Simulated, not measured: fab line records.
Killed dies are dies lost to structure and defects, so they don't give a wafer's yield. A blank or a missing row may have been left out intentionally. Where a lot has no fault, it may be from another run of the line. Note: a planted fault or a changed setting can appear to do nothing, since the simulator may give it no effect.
Split-lot experiment -- flow n5_finfet -- 7 lots, 21 wafers read, on a route of 1938 steps

ABOUT THE SPLIT
At N5_BEOL_M2_TRENCH_ETCH_37 (etches SiOC in C4F6/O2, target depth 55.555 nm, time 29.2 s), the setting bias_w was moved away from the recipe's 185 W on 9 of the 21 wafers read, by -14.1% to +13.4%. For the rest of the wafers, this setting stayed at what the recipe calls for.

Reading taken at the split's own step.

THE READING
rf_vpp_V, in V, at N5_BEOL_M2_TRENCH_ETCH_37 (etches SiOC in C4F6/O2, target depth 55.555 nm, time 29.2 s). A value of 673 V with a standard deviation of 13 V is what fault-free wafers of this fab line usually give.

wafer,"tool, chamber at the split","bias_w as run, W",against the recipe,"rf_vpp_V, V",against lot-mates on the recipe
L077.1,"rie_diel-03, 0",185,recipe,648,-
L077.4,"rie_diel-03, 2",159,-14.1%,610,-38
L077.6,"rie_diel-03, 0",159,-14.1%,576,-72
L079.2,"rie_diel-03, 1",185,recipe,665,-
L079.4,"rie_diel-03, 0",185,recipe,647,-
L079.5,"rie_diel-03, 0",209.8,+13.4%,716,+60
L088.1,"rie_diel-04, 2",160.3,-13.4%,600,-71
L088.5,"rie_diel-04, 2",185,recipe,671,-
L088.6,"rie_diel-04, 1",160.3,-13.4%,588,-83
L095.2,"rie_diel-03, 0",185,recipe,660,-
L095.5,"rie_diel-03, 1",185,recipe,666,-
L095.6,"rie_diel-03, 0",185,recipe,659,-
L094.1,"rie_diel-03, 3",185,recipe,690,-
L094.3,"rie_diel-03, 2",185,recipe,685,-
L094.4,"rie_diel-03, 1",185,recipe,662,-
L089.1,"rie_diel-04, 0",185,recipe,673,-
L089.2,"rie_diel-04, 3",195.3,+5.6%,683,+10
L089.6,"rie_diel-04, 2",195.3,+5.6%,703,+30
L092.1,"rie_diel-02, 2",197,+6.5%,713,+27
L092.2,"rie_diel-02, 3",197,+6.5%,700,+14
L092.4,"rie_diel-02, 0",185,recipe,686,-

FIT RESULTS
A straight line over all 21 wafers: rf_vpp_V changes by +5.08 V for each +1% of bias_w; r = +0.94; the points scatter about the line by 14 V.
The same after taking each lot's own level away (the mean of its wafers on the recipe; 21 wafers): +4.51 V for each +1%; r = +0.95; scatter 11 V.
According to that fit, moving bias_w by its largest amount changes the reading by 63 V.
From 648.0 to 686.0 V: that is the span of the lots' own levels, equal to 2.9 times the standard deviation above.
So the lot-to-lot level changes the slope: the two fits differ.
Check: with one of the wafers moved furthest among these (-14.1%) left out of the fit, the line predicts -72.9 V for it against its lot-mates. Against them it came out at -38 V.
Tool readings at the split's step, against how far the setting was moved: rf_vpp_V r = +0.94.

FURTHER SPLITS ON THESE WAFERS
These wafers also went through other splits before the reading. Each is held against what the fit with the lots' levels taken away leaves over:
other split on the same wafers,wafers away from the commonest value,r with rf_vpp_V (lot level and that fit taken away)
N5_BEOL_M0_SAQP_EXPOSE_37 dose_mj,10,+0.27
N5_BEOL_M1_COAT_73 spin_rpm,7,+0.23
N5_BEOL_M1_TRENCH_ETCH_37 time_s,7,-0.02
N5_BEOL_M2_ETCH_69 bias_w,7,+0.35

FILE'S OWN FIT
rf_vpp_V changes by +4.53 V for each +1% of bias_w, r = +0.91.
